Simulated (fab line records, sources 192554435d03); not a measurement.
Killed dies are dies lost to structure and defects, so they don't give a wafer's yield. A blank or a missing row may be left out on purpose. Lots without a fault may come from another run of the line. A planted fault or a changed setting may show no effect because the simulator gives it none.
Chamber matching | flow n5_finfet | N5_FIN_SAQP_SPACER1_ALD_24 on ald_sin-04: 4 sister chambers
The step deposits SiO2, target thk 20.3 nm, pulse time 1 s, purge time 2 s. 20 wafers are shown with their chamber, then 10 later ones without.

WAFERS WITH THEIR CHAMBER
wafer  | chamber | heater_power_w (W) | chamber_pressure_Torr (Torr) | precursor_pulse_height_rel
L075.1 | 1       | 452                | 1.997                        | 1.033
L075.3 | 3       | 452                | 2.000                        | 1.001
L075.5 | 3       | 445                | 2.001                        | 0.993
L076.2 | 0       | 368                | 2.005                        | 1.026
L076.5 | 2       | 418                | 2.002                        | 0.996
L076.6 | 1       | 445                | 1.999                        | 1.033
L077.2 | 1       | 446                | 1.997                        | 0.963
L077.3 | 2       | 420                | 1.992                        | 1.007
L077.6 | 0       | 363                | 1.998                        | 0.993
L078.2 | 0       | 370                | 2.005                        | 0.990
L078.3 | 2       | 429                | 2.004                        | 1.006
L078.6 | 0       | 356                | 1.996                        | 1.002
L085.3 | 0       | 364                | 2.002                        | 1.014
L085.5 | 1       | 461                | 2.003                        | 0.978
L085.6 | 0       | 368                | 2.006                        | 1.024
L088.1 | 0       | 361                | 1.998                        | 0.995
L088.3 | 1       | 458                | 2.003                        | 1.013
L088.4 | 2       | 420                | 2.001                        | 0.985
L091.3 | 1       | 456                | 1.991                        | 1.004
L091.5 | 2       | 419                | 1.997                        | 1.000

SIGNATURES (means of the wafers above)
reading                    | chamber 0 | chamber 1 | chamber 2 | chamber 3 | scatter within a chamber
heater_power_w             | 364.29    | 453.00    | 421.20    | 448.50    | 5.34
chamber_pressure_Torr      | 2.00143   | 1.99833   | 1.99920   | 2.00050   | 0.00427
precursor_pulse_height_rel | 1.00629   | 1.00400   | 0.99880   | 0.99700   | 0.0191
Rule: a wafer's distance from a chamber is the root of the sum, over the readings, of the square of ((its reading less the chamber's mean) divided by the reading's scatter). The wafer belongs to the nearest chamber; if the next one is less than 2 further off, it can't be placed. The scatter: the root of (the sum of the squares of (reading less its chamber's mean) over the shown wafers, divided by (wafers less chambers)).

WAFERS WITHOUT THEIR CHAMBER
wafer  | heater_power_w (W) | chamber_pressure_Torr (Torr) | precursor_pulse_height_rel
L091.6 | 444                | 1.999                        | 1.002
L094.3 | 454                | 1.995                        | 0.984
L094.5 | 456                | 2.006                        | 1.035
L094.6 | 425                | 1.999                        | 0.992
L095.1 | 460                | 1.996                        | 1.004
L095.3 | 452                | 1.999                        | 0.997
L095.6 | 468                | 2.005                        | 1.023
L097.1 | 445                | 2.001                        | 1.003
L097.3 | 366                | 2.004                        | 0.987
L097.6 | 428                | 1.997                        | 0.990

WHICH CHAMBER EACH WENT THROUGH
wafer  | from the rows above     | in truth
L091.6 | can't be placed: 3 or 1 | 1
L094.3 | can't be placed: 1 or 3 | 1
L094.5 | can't be placed: 1 or 3 | 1
L094.6 | 2                       | 2
L095.1 | can't be placed: 1 or 3 | 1
L095.3 | can't be placed: 1 or 3 | 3
L095.6 | can't be placed: 1 or 3 | 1
L097.1 | can't be placed: 3 or 1 | 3
L097.3 | 0                       | 0
L097.6 | 2                       | 2
Placed correctly: 3 of 10. Can't be placed from these rows: 7 (the true chamber is among the candidates in 7). Placed wrongly: 0.
